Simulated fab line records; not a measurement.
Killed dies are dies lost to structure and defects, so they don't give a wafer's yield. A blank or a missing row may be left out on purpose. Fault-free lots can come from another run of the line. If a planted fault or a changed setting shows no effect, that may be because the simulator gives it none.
Chamber matching | flow nand-harc | rie-diel-11 running NHARC_A_BLC_STRIP_21: 4 sister chambers
The step strips in O2. 4 wafers are shown with their chamber, then 12 later ones without.

## WAFERS, EACH WITH ITS CHAMBER
wafer  | chamber | drypump-motor-current-A (A)
L089.6 | 0       | 5.9
L088.1 | 2       | 6.2
L090.2 | 3       | 5.4
L090.5 | 1       | 5.3

## WAFERS MISSING THEIR CHAMBER
wafer  | drypump-motor-current-A (A)
L093.1 | 6.2
L093.2 | 6.0
L093.6 | 6.2
L091.2 | 5.9
L091.3 | 5.3
L091.5 | 5.3
L096.2 | 6.2
L096.3 | 5.3
L096.4 | 5.3
L097.1 | 5.3
L097.2 | 5.3
L097.4 | 6.2

## WHICH CHAMBER EACH WENT THROUGH
wafer  | from the rows above | in truth
L093.1 | 2                   | 2
L093.2 | 0                   | 0
L093.6 | 2                   | 2
L091.2 | 0                   | 0
L091.3 | 1                   | 1
L091.5 | 1                   | 1
L096.2 | 2                   | 2
L096.3 | 1                   | 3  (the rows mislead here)
L096.4 | 1                   | 1
L097.1 | 1                   | 1
L097.2 | 1                   | 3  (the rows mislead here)
L097.4 | 2                   | 2
Placed correctly: 10 of 12. Left unplaced by these rows: 0. Placed wrongly: 2.
How it was worked out, from the rows above alone: a wafer's distance from a chamber is the root of the sum, over the readings, of the square of ((its reading less the chamber's mean) divided by the reading's scatter). The wafer belongs to the nearest chamber; if the next one is less than 2 further off, it can't be placed. The mean given for a chamber averages the wafers shown for that chamber. The scatter: with one shown wafer a chamber, the root of the mean of the squares of how far each hidden wafer lies from its nearest shown one.
